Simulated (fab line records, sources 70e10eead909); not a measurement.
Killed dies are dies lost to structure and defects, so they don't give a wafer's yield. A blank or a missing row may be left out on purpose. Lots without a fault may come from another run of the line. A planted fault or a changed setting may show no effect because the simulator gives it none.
One fault seen from 2 desks | flow nand_harc | each desk has only its own numbers; what lay behind them comes last

THE METROLOGY DESK
What the gauges read, lot by lot, whatever tool the lot ran on: means of the sampled wafers that have a number. A lot is out of limits, marked OUT, if its mean lies more than 4 standard deviations from the usual mean; the brackets give that distance.
Columns: A = cd_nm at NHARC_P_BONDPAD_CD_MEAS_13, usual 498.2 nm; B = thk_nm at NHARC_A_ONON_D1_THK_MEAS_21, usual 1000 nm
lot  | first seen here | A     | B
L253 | day 6 14:29     | 499.7 | 1001
L254 | day 7 00:14     | 498.1 | 994
L257 | day 8 09:14     | 500.8 | 1001
L258 | day 8 14:59     | 498.7 | 1003
L260 | day 9 07:35     | 502.8 | 981
L261 | day 9 21:46     | 498.4 | 1006
L264 | day 11 06:03    | 499.3 | 954 (-4.7) OUT
L265 | day 11 16:04    | 497.9 | 977
L271 | day 13 21:55    | 496.1 | 1003
L272 | day 14 11:27    | 497.7 | 1012
L274 | day 15 03:44    | 499.6 | 1010
L273 | day 15 04:13    | 496.0 | 988
L275 | day 15 16:43    | 498.7 | 1000
L276 | day 16 13:08    | 495.8 | 1010
This desk's finding: out of limits on L264; first on L264, day 12 18:59 (thk_nm at NHARC_A_ONON_D1_THK_MEAS_21). In limits: L253, L254, L257, L258, L260, L261, L265, L271, L272, L274, L273, L275, L276.

THE TOOL OWNER'S DESK: pecvd_onon-04
The tool's own readings at NHARC_A_ONON_D1_DEP_19 (target thk 1000 nm): means of the sampled wafers that have a number, for each lot that ran on this tool. A lot is out of limits, marked OUT, if its mean lies more than 4 standard deviations from the usual mean; the brackets give that distance.
Columns: A = n2o_flow_sccm at NHARC_A_ONON_D1_DEP_19, usual 2000 sccm
lot  | first seen here | A
L254 | day 8 13:01     | 2003
L258 | day 9 23:34     | 2007
L261 | day 11 10:49    | 2000
L264 | day 12 18:28    | 2001
L265 | day 13 07:15    | 2012
L274 | day 16 16:27    | 1999
L275 | day 17 06:25    | 1999
L276 | day 18 02:50    | 2007
This desk's finding: nothing out of limits on any of the 8 lots.

PUT TOGETHER
The metrology desk could have raised an alarm at day 12 18:59, on L264.
The tool owner's desk saw nothing out of limits.
The tool owner's desk has L264 on record, within its limits.
Of the lots named, all ran NHARC_A_ONON_D1_DEP_19 on pecvd_onon-04.

WHAT THE SIMULATOR HAD PUT IN
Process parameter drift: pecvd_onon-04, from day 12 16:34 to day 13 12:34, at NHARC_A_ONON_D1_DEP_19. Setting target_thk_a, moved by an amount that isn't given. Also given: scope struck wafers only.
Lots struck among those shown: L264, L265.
Hours from the fault's start to each desk's first reading out of limits: the metrology desk, 2.
